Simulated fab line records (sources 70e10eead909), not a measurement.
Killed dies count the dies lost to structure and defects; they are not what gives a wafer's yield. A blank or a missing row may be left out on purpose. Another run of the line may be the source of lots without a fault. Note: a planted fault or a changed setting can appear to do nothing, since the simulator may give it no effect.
Matching of chambers + flow nand harc + 4 sister chambers for NHARC_P_M1_CMP_23 on cmp-04
The step polishes, t overpolish 20 s, target thk 157.82 nm. 8 wafers are shown with their chamber, then 12 later ones without.

WAFERS WITH THEIR CHAMBER
| wafer  | chamber | motor current A (A) | time to endpoint s (s) |
|--------|---------|---------------------|------------------------|
| L083.6 | 0       | 12.6                | 32.1                   |
| L084.2 | 3       | 13.9                | 29.9                   |
| L084.3 | 2       | 11.0                | 29.8                   |
| L084.4 | 0       | 12.1                | 30.4                   |
| L084.6 | 1       | 10.9                | 29.1                   |
| L087.3 | 1       | 10.7                | 22.4                   |
| L087.4 | 3       | 13.4                | 25.3                   |
| L087.6 | 2       | 11.4                | 24.6                   |

WAFERS WHOSE CHAMBER IS MISSING
| wafer  | motor current A (A) | time to endpoint s (s) |
|--------|---------------------|------------------------|
| L088.4 | 12.9                | 26.6                   |
| L088.5 | 11.1                | 23.7                   |
| L088.6 | 11.0                | 22.6                   |
| L094.1 | 12.3                | 26.3                   |
| L094.2 | 11.2                | 24.9                   |
| L094.4 | 13.3                | 22.7                   |
| L094.3 | 11.6                | 25.2                   |
| L094.5 | 13.0                | 23.0                   |
| L094.6 | 12.7                | 27.4                   |
| L096.1 | 10.4                | 30.1                   |
| L096.2 | 12.6                | 30.2                   |
| L096.5 | 12.8                | 29.0                   |

WHICH CHAMBER EACH ONE RAN IN
| wafer  | from the rows above          | in truth |
|--------|------------------------------|----------|
| L088.4 | can't be placed: 0 or 3      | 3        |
| L088.5 | can't be placed: 2 or 1      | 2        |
| L088.6 | can't be placed: 1 or 2      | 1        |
| L094.1 | 0                            | 0        |
| L094.2 | can't be placed: 2 or 1      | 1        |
| L094.4 | 3                            | 3        |
| L094.3 | can't be placed: 2 or 1 or 0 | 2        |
| L094.5 | can't be placed: 3 or 0      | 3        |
| L094.6 | can't be placed: 0 or 3      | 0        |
| L096.1 | can't be placed: 1 or 2      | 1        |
| L096.2 | 0                            | 0        |
| L096.5 | can't be placed: 0 or 3      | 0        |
Correctly placed: 3 of 12. Cannot be placed on the basis of these rows: 9; the candidates contain the true chamber in 9. 0 placed wrongly.
How it was worked out, from the rows above alone: a wafer's distance from a chamber is the root of the sum, over the readings, of the square of ((its reading less the chamber's mean) divided by the reading's scatter). The wafer belongs to the nearest chamber; if the next one is less than 2 further off, it can't be placed. A chamber's mean is the mean of its shown wafers. How the scatter is found: for the shown wafers, subtract from each reading the mean of its chamber, square and add these, divide the total by (wafers less chambers), then take the root.
